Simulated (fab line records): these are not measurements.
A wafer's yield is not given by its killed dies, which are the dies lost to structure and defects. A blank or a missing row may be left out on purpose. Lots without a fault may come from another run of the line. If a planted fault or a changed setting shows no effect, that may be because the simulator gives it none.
Matching of chambers | flow n5_finfet | N5_GATE_CUT_SAC_CAP_01 on ald_sin-01: 4 sister chambers
The step material SiNx, target thk 24 nm, pulse time 1 s, ald cycles 480. 4 wafers are shown with their chamber, then 10 later ones without.

== WAFERS WITH THEIR CHAMBER ==
wafer  | chamber | heater_power_w (W)
L082.2 | 3       | 822
L082.6 | 2       | 737
L085.2 | 1       | 893
L085.3 | 0       | 773

== WAFERS MISSING THEIR CHAMBER ==
wafer  | heater_power_w (W)
L085.4 | 747
L092.1 | 916
L092.2 | 739
L092.6 | 835
L094.1 | 731
L094.2 | 797
L094.3 | 867
L096.2 | 749
L096.3 | 845
L096.6 | 927

== EACH ONE'S CHAMBER ==
wafer  | from the rows above          | in truth
L085.4 | can't be placed: 2 or 0      | 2
L092.1 | 1                            | 1
L092.2 | can't be placed: 2 or 0      | 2
L092.6 | 3                            | 3
L094.1 | can't be placed: 2 or 0      | 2
L094.2 | can't be placed: 0 or 3 or 2 | 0
L094.3 | can't be placed: 1 or 3      | 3
L096.2 | can't be placed: 2 or 0      | 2
L096.3 | can't be placed: 3 or 1      | 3
L096.6 | 1                            | 1
Correct placement for 3 of the 10. Unplaceable from these rows: 7, with the true chamber sitting among the candidates in 7. Wrongly placed: 0.
How it was worked out, from the rows above alone: a wafer's distance from a chamber is the root of the sum, over the readings, of the square of ((its reading less the chamber's mean) divided by the reading's scatter). If the next closest chamber is less than 2 further off than the closest, the wafer can't be placed; otherwise it belongs to the closest. Each chamber's mean is taken over the wafers shown for it. The scatter: with one shown wafer a chamber, the root of the mean of the squares of how far each hidden wafer lies from its nearest shown one.
